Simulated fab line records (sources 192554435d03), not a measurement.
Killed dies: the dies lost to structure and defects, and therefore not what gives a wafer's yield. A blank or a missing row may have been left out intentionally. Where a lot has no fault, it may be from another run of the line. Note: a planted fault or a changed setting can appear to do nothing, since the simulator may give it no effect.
Lot-split experiment	flow n5-finfet	on a route of 1938 steps: 7 lots, 21 wafers read

== ABOUT THE SPLIT ==
At N5_BEOL_M3_TRENCH_ETCH_37 (etches SiOC in C4F6/O2, target depth 55.555 nm, time 29.2 s), the setting time-s was moved away from the recipe's 29.2 s on 5 of the 21 wafers read, by -17.3% to +15.3%. For the rest of the wafers, this setting stayed at what the recipe calls for.

== FROM THE SPLIT TO THE READING: what the file shows between them, 2 steps ==
- N5_BEOL_M3_ETCH_41: etches SiCN in CH3F/O2, target depth 29.9 nm, time 52.5 s
- N5_BEOL_M3_STRIP_97: strips in N2/H2, time 10 s

== THE READING ==
trench-depth-nm, in nm, at N5_BEOL_M3_OCD_MEAS_38. Typical for fault-free wafers on this fab line: 54.9 nm, with standard deviation 1.3 nm.

wafer	tool, chamber at the split	time-s as run, s	against the recipe	trench-depth-nm, nm	against lot-mates on the recipe
L083.1	rie-diel-02, 0	29.2	recipe	52.6	-
L083.3	rie-diel-02, 1	29.2	recipe	52.4	-
L083.4	rie-diel-02, 3	33.08	+13.3%	63.0	+10.5
L082.1	rie-diel-05, 3	29.2	recipe	56.2	-
L082.4	rie-diel-05, 2	29.2	recipe	54.6	-
L082.5	rie-diel-05, 3	29.2	recipe	55.4	-
L084.1	rie-diel-02, 1	29.2	recipe	53.1	-
L084.2	rie-diel-02, 3	29.2	recipe	55.8	-
L084.6	rie-diel-02, 0	29.2	recipe	53.8	-
L085.1	rie-diel-02, 1	29.2	recipe	53.3	-
L085.2	rie-diel-02, 2	29.2	recipe	58.3	-
L085.4	rie-diel-02, 3	29.2	recipe	55.9	-
L087.1	rie-diel-04, 2	29.2	recipe	56.3	-
L087.2	rie-diel-04, 0	29.2	recipe	54.6	-
L087.5	rie-diel-04, 2	33.68	+15.3%	65.2	+9.8
L095.1	rie-diel-02, 1	24.14	-17.3%	44.9	-9.8
L095.3	rie-diel-02, 3	29.2	recipe	55.3	-
L095.6	rie-diel-02, 1	29.2	recipe	54.1	-
L097.1	rie-diel-04, 3	24.36	-16.6%	46.2	-10.0
L097.2	rie-diel-04, 2	29.2	recipe	56.2	-
L097.4	rie-diel-04, 0	24.36	-16.6%	45.7	-10.5

FIT RESULTS
A straight line over all 21 wafers: trench-depth-nm changes by +0.585 nm for each +1% of time-s; r = +0.95; the points scatter about the line by 1.5 nm.
The same after taking each lot's own level away (the mean of its wafers on the recipe; 21 wafers): +0.636 nm for each +1%; r = +0.98; scatter 1.2 nm.
That fit puts the effect of the largest move of time-s on the reading at 11 nm.
Measured against the standard deviation above, the lots' own levels, which go from 52.50 to 56.20 nm, span 2.8 times it.
Hence the lot-to-lot level has little effect on the slope; both slopes agree.
Check: -11.2 nm against its lot-mates is what the line predicts for one of the wafers moved furthest among these (-17.3%) when that wafer is left out of the fit. Against them it came out at -9.8 nm.

== THE OTHER SPLITS THESE WAFERS WENT THROUGH ==
Note: prior to the reading, these wafers also went through further splits. Each is held against what the fit with the lots' levels taken away leaves over:
other split on the same wafers	wafers away from the commonest value	r with trench-depth-nm (lot level and that fit taken away)
N5_BEOL_M1_COAT_61 spin-rpm	6	-0.11
N5_BEOL_M2_DESCUM_33 time-s	8	-0.15
N5_BEOL_M2_TRENCH_ETCH_37 source-w	4	-0.47

== THE WHOLE CHAIN: every reading that the file lists as answering this split, in the file's order ==
step	what it does	reading	change (the file's fit)	r (the file's)
N5_BEOL_M3_TRENCH_ETCH_37	etches SiOC in C4F6/O2, target depth 55.555 nm, time 29.2 s	BEOL_M3.feature-depth-nm (the simulator's own value, which no gauge read)	+0.625 nm for each +1% of the setting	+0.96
N5_BEOL_M3_TRENCH_ETCH_37	etches SiOC in C4F6/O2, target depth 55.555 nm, time 29.2 s	etch.depth-nm (the simulator's own value, which no gauge read)	+0.624 nm for each +1% of the setting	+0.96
N5_BEOL_M3_OCD_MEAS_38		trench-depth-nm	+0.638 nm for each +1% of the setting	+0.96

== FILE'S OWN FIT ==
trench-depth-nm changes by +0.638 nm for each +1% of time-s, r = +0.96.
